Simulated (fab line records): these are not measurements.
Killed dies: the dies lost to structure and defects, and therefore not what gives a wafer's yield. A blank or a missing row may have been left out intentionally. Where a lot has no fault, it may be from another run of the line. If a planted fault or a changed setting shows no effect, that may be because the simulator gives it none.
Which tool was responsible?	flow nand-harc	24 lots with 72 wafers sampled at 6 steps, on a route of 1302 steps

## WHAT THE GAUGES SHOWED, per wafer
NHARC_P_CONTACT_CD_MEAS_19. Usual: cd-nm 89.7 nm, standard deviation 1.3.
lot	measured	on	cd-nm (nm)	flag
L075	day 5 03:36	cd-sem-03	88.5 88.9 87.8	
L074	day 5 04:34	cd-sem-03	88.3 88.8 89.2	
L076	day 5 20:38	cd-sem-03	90.5 91.1 91.8	
L077	day 5 22:11	cd-sem-01	91.7 88.9 90.3	
L078	day 6 11:50	cd-sem-02	89.1 89.5 89.2	
L079	day 7 07:32	cd-sem-03	90.0 90.7 90.5	
L080	day 7 10:25	cd-sem-03	87.6 88.6 91.0	
L082	day 8 03:11	cd-sem-03	90.3 90.9 91.7	
L081	day 8 04:02	cd-sem-02	90.5 88.7 91.0	
L084	day 8 21:09	cd-sem-03	89.0 87.2 88.6	
L083	day 8 21:32	cd-sem-03	88.1 90.1 90.1	
L085	day 9 13:26	cd-sem-03	90.3 91.2 91.5	
L086	day 9 17:56	cd-sem-03	90.8 90.3 89.9	
L087	day 10 05:30	cd-sem-02	87.0 86.1 88.9	
L088	day 10 23:46	cd-sem-03	91.5 91.6 89.8	
L089	day 11 01:50	cd-sem-03	88.9 88.4 87.9	
L090	day 11 13:35	cd-sem-03	90.6 91.9 92.7	
L091	day 12 02:02	cd-sem-03	86.9 88.3 87.5	
L092	day 12 13:43	cd-sem-03	89.5 88.4 89.4	
L093	day 12 18:43	cd-sem-03	89.5 90.8 91.6	
L094	day 13 09:34	cd-sem-03	92.7 90.5 90.6	
L095	day 13 13:38	cd-sem-02	90.0 90.4 90.2	
L096	day 14 02:16	cd-sem-01	89.1 88.7 90.2	
L097	day 14 08:16	cd-sem-03	90.5 90.0 89.6	

NHARC_P_M2_CD_MEAS_09 targets a cd of 170 nm. Usual: cd-nm 170.1 nm, standard deviation 0.44.
lot	measured	on	cd-nm (nm)	flag
L075	day 5 15:02	cd-sem-03	170.0 170.2 170.1	
L074	day 5 15:58	cd-sem-02	169.7 170.0 169.8	
L076	day 6 08:14	cd-sem-01	170.1 169.5 170.1	
L077	day 6 09:39	cd-sem-01	170.7 170.7 170.6	
L078	day 6 23:25	cd-sem-03	170.8 170.6 170.7	
L079	day 7 18:37	cd-sem-02	169.5 170.3 170.0	
L080	day 7 21:42	cd-sem-02	169.1 169.5 169.4	
L082	day 8 14:25	cd-sem-01	169.9 169.5 170.2	
L081	day 8 15:16	cd-sem-02	170.3 169.9 170.1	
L084	day 9 08:35	cd-sem-01	171.2 170.1 170.6	
L083	day 9 09:55	cd-sem-01	170.2 170.7 169.5	
L085	day 10 01:34	cd-sem-02	170.0 169.9 170.0	
L086	day 10 05:22	cd-sem-02	170.1 170.5 169.5	
L087	day 10 16:59	cd-sem-03	170.5 169.6 169.9	
L088	day 11 10:58	cd-sem-01	169.6 170.8 170.1	
L089	day 11 13:09	cd-sem-01	169.7 169.8 169.7	
L090	day 12 01:14	cd-sem-02	169.7 170.2 170.1	
L091	day 12 13:26	cd-sem-02	170.1 169.7 170.1	
L092	day 13 00:52	cd-sem-03	169.8 170.1 170.1	
L093	day 13 06:09	cd-sem-02	169.8 170.3 169.6	
L094	day 13 20:56	cd-sem-01	169.6 170.0 170.0	
L095	day 14 01:18	cd-sem-03	170.3 170.0 170.4	
L096	day 14 13:56	cd-sem-02	170.7 170.1 170.7	
L097	day 14 19:58	cd-sem-03	169.8 169.8 170.8	

## WHICH TOOL RAN EACH LOT (tool, then ch and the chambers of the sampled wafers, then the start)
lot	NHARC_P_CONTACT_PVD_32	NHARC_P_M0_STRIP_18	NHARC_P_M0_PVD_20	NHARC_P_M1_ETCH_35
L075	pvd-sputter-02, day 5 07:21 or earlier	rie-diel-03 ch 0,1,3, day 5 07:21	pvd-sputter-01, day 5 11:05 or earlier	rie-diel-04 ch 0,2,3, day 5 11:05
L074	pvd-sputter-02, day 5 08:17 or earlier	rie-diel-07 ch 0,1,2, day 5 08:17	pvd-sputter-03, day 5 12:04 or earlier	rie-diel-13 ch 2,3, day 5 12:04
L076	pvd-sputter-02, day 6 00:26 or earlier	rie-diel-07 ch 1,2, day 6 00:26	pvd-sputter-02, day 6 04:14 or earlier	rie-diel-13 ch 0,2, day 6 04:14
L077	pvd-sputter-02, day 6 01:59 or earlier	rie-diel-03 ch 0,1, day 6 01:59	pvd-sputter-02, day 6 05:37 or earlier	rie-diel-04 ch 0,1, day 6 05:37
L078	pvd-sputter-02, day 6 15:25 or earlier	rie-diel-07 ch 2,3, day 6 15:25	pvd-sputter-02, day 6 19:38 or earlier	rie-diel-13 ch 0,1,3, day 6 19:38
L079	pvd-sputter-01, day 7 11:15 or earlier	rie-diel-07 ch 0,2, day 7 11:15	pvd-sputter-01, day 7 14:52 or earlier	rie-diel-09 ch 2,3, day 7 14:52
L080	pvd-sputter-01, day 7 14:06 or earlier	rie-diel-07 ch 2,3, day 7 14:06	pvd-sputter-02, day 7 17:44 or earlier	rie-diel-09 ch 0,2,3, day 7 17:44
L082	pvd-sputter-03, day 8 06:53 or earlier	rie-diel-05 ch 0,1,2, day 8 06:53	pvd-sputter-01, day 8 10:30 or earlier	rie-diel-13 ch 0,1,3, day 8 10:30
L081	pvd-sputter-02, day 8 07:44 or earlier	rie-diel-05 ch 2,3, day 8 07:44	pvd-sputter-02, day 8 11:30 or earlier	rie-diel-13 ch 1,2, day 8 11:30
L084	pvd-sputter-02, day 9 00:55 or earlier	rie-diel-07 ch 0,2,3, day 9 00:55	pvd-sputter-01, day 9 04:40 or earlier	rie-diel-09 ch 1,2,3, day 9 04:40
L083	pvd-sputter-02, day 9 02:30 or earlier	rie-diel-07 ch 1,2,3, day 9 02:30	pvd-sputter-03, day 9 06:07 or earlier	rie-diel-13 ch 0,1, day 9 06:07
L085	pvd-sputter-02, day 9 17:40 or earlier	rie-diel-07 ch 0,2, day 9 17:40	pvd-sputter-03, day 9 21:43 or earlier	rie-diel-13 ch 2,3, day 9 21:43
L086	pvd-sputter-02, day 9 21:46 or earlier	rie-diel-07 ch 1,3, day 9 21:46	pvd-sputter-03, day 10 01:31 or earlier	rie-diel-13 ch 1,3, day 10 01:31
L087	pvd-sputter-01, day 10 09:20 or earlier	rie-diel-07 ch 1,2,3, day 10 09:20	pvd-sputter-01, day 10 13:09 or earlier	rie-diel-09 ch 0,3, day 10 13:09
L088	pvd-sputter-02, day 11 03:26 or earlier	rie-diel-03 ch 0,3, day 11 03:26	pvd-sputter-02, day 11 07:12 or earlier	rie-diel-09 ch 1,3, day 11 07:12
L089	pvd-sputter-01, day 11 05:33 or earlier	rie-diel-07 ch 1,2,3, day 11 05:33	pvd-sputter-02, day 11 09:25 or earlier	rie-diel-09 ch 1,2,3, day 11 09:25
L090	pvd-sputter-03, day 11 17:23 or earlier	rie-diel-07 ch 0,1,3, day 11 17:23	pvd-sputter-01, day 11 21:10 or earlier	rie-diel-13 ch 0,2,3, day 11 21:10
L091	pvd-sputter-03, day 12 05:51 or earlier	rie-diel-03 ch 0,2,3, day 12 05:51	pvd-sputter-03, day 12 09:33 or earlier	rie-diel-13 ch 2,3, day 12 09:33
L092	pvd-sputter-02, day 12 17:20 or earlier	rie-diel-05 ch 1,2, day 12 17:20	pvd-sputter-03, day 12 20:58 or earlier	rie-diel-13 ch 1,2,3, day 12 20:58
L093	pvd-sputter-01, day 12 22:31 or earlier	rie-diel-07 ch 0,1, day 12 22:31	pvd-sputter-03, day 13 02:16 or earlier	rie-diel-09 ch 0,1, day 13 02:16
L094	pvd-sputter-02, day 13 13:11 or earlier	rie-diel-07 ch 0,2,3, day 13 13:11	pvd-sputter-02, day 13 16:49 or earlier	rie-diel-04 ch 1,2,3, day 13 16:49
L095	pvd-sputter-01, day 13 17:32 or earlier	rie-diel-07 ch 1,3, day 13 17:32	pvd-sputter-01, day 13 21:32 or earlier	rie-diel-13 ch 0,1, day 13 21:32
L096	pvd-sputter-02, day 14 05:56 or earlier	rie-diel-07 ch 0,2,3, day 14 05:56	pvd-sputter-01, day 14 09:59 or earlier	rie-diel-09 ch 0,1,3, day 14 09:59
L097	pvd-sputter-01, day 14 12:07 or earlier	rie-diel-07 ch 0,1,3, day 14 12:07	pvd-sputter-01, day 14 15:53 or earlier	rie-diel-13 ch 0,1,2, day 14 15:53
- NHARC_P_CONTACT_PVD_32: deposits Ti, target thk 5 nm, time 17.7 s.
- NHARC_P_M0_STRIP_18: strips in N2/H2.
- NHARC_P_M0_PVD_20: deposits TaN, target thk 5 nm, time 8.06 s.
- NHARC_P_M1_ETCH_35: etches the open film in N2/H2, target depth 40 nm, overetch 12 nm, time 43.94 s.

## AS READ BY THE TOOLS THEMSELVES (means over the sampled wafers that have a number; for cases with no such wafer, the mark the record gives instead)
NHARC_P_CONTACT_PVD_32. Usual: throttle-valve-pct 30.2 %, standard deviation 1.3.
lot	tool	throttle-valve-pct (%)	flag
L075	pvd-sputter-02	31.0	
L074	pvd-sputter-02	29.9	
L076	pvd-sputter-02	29.9	
L077	pvd-sputter-02	30.6	
L078	pvd-sputter-02	31.0	
L079	pvd-sputter-01	30.6	
L080	pvd-sputter-01	29.1	
L082	pvd-sputter-03	30.0	
L081	pvd-sputter-02	31.1	
L084	pvd-sputter-02	30.1	
L083	pvd-sputter-02	31.4	
L085	pvd-sputter-02	30.7	
L086	pvd-sputter-02	30.0	
L087	pvd-sputter-01	31.5	
L088	pvd-sputter-02	30.3	
L089	pvd-sputter-01	29.1	
L090	pvd-sputter-03	29.6	
L091	pvd-sputter-03	30.1	
L092	pvd-sputter-02	30.9	
L093	pvd-sputter-01	31.7	
L094	pvd-sputter-02	30.1	
L095	pvd-sputter-01	30.9	
L096	pvd-sputter-02	29.8	
L097	pvd-sputter-01	30.9	

NHARC_P_M0_STRIP_18. Usual: drypump-motor-current-A 5.8 A, standard deviation 0.31; oes-product-au 1.000 a.u., standard deviation 0.0064; rf-vpp-V 90.3 V, standard deviation 0.97; showerhead-plenum-p-Torr 1.98 Torr, standard deviation 0.091; throttle-valve-pct 14.169 %, standard deviation 0.0089.
lot	tool	drypump-motor-current-A (A)	oes-product-au (a.u.)	rf-vpp-V (V)	showerhead-plenum-p-Torr (Torr)	throttle-valve-pct (%)	flag
L075	rie-diel-03	5.7	0.999	90.1	1.95	14.175	
L074	rie-diel-07	6.0	0.997	91.0	1.99	14.172	
L076	rie-diel-07	5.9	0.990	90.1	2.05	14.158	
L077	rie-diel-03	5.4	0.999	90.1	1.98	14.166	
L078	rie-diel-07	5.8	0.996	89.6	1.95	14.170	
L079	rie-diel-07	6.0	1.000	90.1	1.93	14.165	
L080	rie-diel-07	5.9	1.001	91.0	1.98	14.170	
L082	rie-diel-05	5.9	1.007	90.1	1.98	14.173	
L081	rie-diel-05	5.8	1.003	90.2	2.01	14.171	
L084	rie-diel-07	5.8	1.004	90.0	1.94	14.169	
L083	rie-diel-07	5.8	0.998	90.2	1.99	14.174	
L085	rie-diel-07	5.9	1.001	90.3	1.93	14.170	
L086	rie-diel-07	5.7	1.003	90.4	1.96	14.172	
L087	rie-diel-07	5.8	0.997	90.2	1.99	14.169	
L088	rie-diel-03	5.8	1.001	88.8	1.93	14.169	
L089	rie-diel-07	5.8	0.999	91.0	1.99	14.171	
L090	rie-diel-07	5.8	0.996	90.0	1.95	14.173	
L091	rie-diel-03	5.4	1.004	90.9	2.02	14.166	
L092	rie-diel-05	5.9	1.008	90.4	1.97	14.173	
L093	rie-diel-07	5.9	1.004	89.6	1.94	14.168	
L094	rie-diel-07	5.8	0.999	90.2	1.93	14.162	
L095	rie-diel-07	5.8	0.992	91.5	2.00	14.173	
L096	rie-diel-07	5.8	1.002	89.9	1.93	14.172	
L097	rie-diel-07	5.8	0.997	90.3	1.95	14.171	

NHARC_P_M0_PVD_20. Usual: bias-v 168.8 V, standard deviation 1.5; throttle-valve-pct 30.3 %, standard deviation 1.3.
lot	tool	bias-v (V)	throttle-valve-pct (%)	flag
L075	pvd-sputter-01	168.9	30.5	
L074	pvd-sputter-03	168.3	29.6	
L076	pvd-sputter-02	168.7	31.2	
L077	pvd-sputter-02	169.5	30.0	
L078	pvd-sputter-02	169.8	30.2	
L079	pvd-sputter-01	167.5	31.3	
L080	pvd-sputter-02	169.2	29.8	
L082	pvd-sputter-01	168.2	30.7	
L081	pvd-sputter-02	169.5	31.1	
L084	pvd-sputter-01	167.7	30.6	
L083	pvd-sputter-03	169.5	29.8	
L085	pvd-sputter-03	168.9	29.8	
L086	pvd-sputter-03	168.9	30.3	
L087	pvd-sputter-01	169.3	29.3	
L088	pvd-sputter-02	169.3	31.0	
L089	pvd-sputter-02	166.7	31.0	
L090	pvd-sputter-01	167.8	30.6	
L091	pvd-sputter-03	170.4	29.8	
L092	pvd-sputter-03	169.7	30.1	
L093	pvd-sputter-03	168.8	29.3	
L094	pvd-sputter-02	168.2	30.9	
L095	pvd-sputter-01	168.6	30.5	
L096	pvd-sputter-01	169.2	31.0	
L097	pvd-sputter-01	167.2	30.5	

NHARC_P_M1_ETCH_35. Usual: drypump-motor-current-A 5.6 A, standard deviation 0.35; oes-product-au 1.002 a.u., standard deviation 0.0084; rf-vpp-V 429.8 V, standard deviation 2.3; showerhead-plenum-p-Torr 2.02 Torr, standard deviation 0.08; throttle-valve-pct 14.171 %, standard deviation 0.0095.
lot	tool	drypump-motor-current-A (A)	oes-product-au (a.u.)	rf-vpp-V (V)	showerhead-plenum-p-Torr (Torr)	throttle-valve-pct (%)	flag
L075	rie-diel-04	5.9	1.002	427.8	1.92	14.171	
L074	rie-diel-13	5.7	1.008	429.8	2.01	14.185	
L076	rie-diel-13	6.0	1.007	428.0	1.98	14.174	
L077	rie-diel-04	6.0	0.994	427.8	1.94	14.172	
L078	rie-diel-13	5.5	1.004	428.4	1.99	14.167	
L079	rie-diel-09	5.4	1.005	429.8	2.04	14.174	
L080	rie-diel-09	5.5	1.010	431.5	2.07	14.165	
L082	rie-diel-13	5.5	0.999	429.3	1.99	14.169	
L081	rie-diel-13	5.5	0.995	431.8	2.10	14.170	
L084	rie-diel-09	5.3	1.009	429.9	2.04	14.177	
L083	rie-diel-13	5.8	0.998	429.8	2.00	14.171	
L085	rie-diel-13	5.7	1.002	429.8	2.00	14.169	
L086	rie-diel-13	5.2	0.998	429.1	1.98	14.171	
L087	rie-diel-09	5.6	1.008	432.5	2.11	14.167	
L088	rie-diel-09	5.5	1.006	431.1	2.07	14.178	
L089	rie-diel-09	5.3	0.996	430.3	2.04	14.171	
L090	rie-diel-13	5.7	1.000	427.5	1.97	14.169	
L091	rie-diel-13	5.7	1.006	429.4	2.00	14.166	
L092	rie-diel-13	5.5	0.997	431.1	2.03	14.170	
L093	rie-diel-09	5.3	1.010	430.5	2.03	14.175	
L094	rie-diel-04	5.9	0.996	428.6	1.95	14.169	
L095	rie-diel-13	5.5	0.991	430.6	2.06	14.167	
L096	rie-diel-09	5.4	1.003	431.9	2.07	14.167	
L097	rie-diel-13	5.7	1.002	430.4	2.04	14.170	

## THE ANSWER, worked out from the rows above alone
Rule: a lot counts as off when the mean over its wafers that have a number is more than 3 standard deviations away from the usual mean. Also off: a lot with no number at a reading for which 4 or more lots have one. Any other lot the step has rows for is counted as sound. First the gauges in route order, then the tools' own readings, where a lot's mean is used as printed above. The first step at which some lot is off is used, and at that step the reading that is off furthest; a lot without a number counts as furthest.
No lot is off on any of the readings shown, so nothing can be concluded from this.

## WHAT THE SIMULATOR HAD PUT IN
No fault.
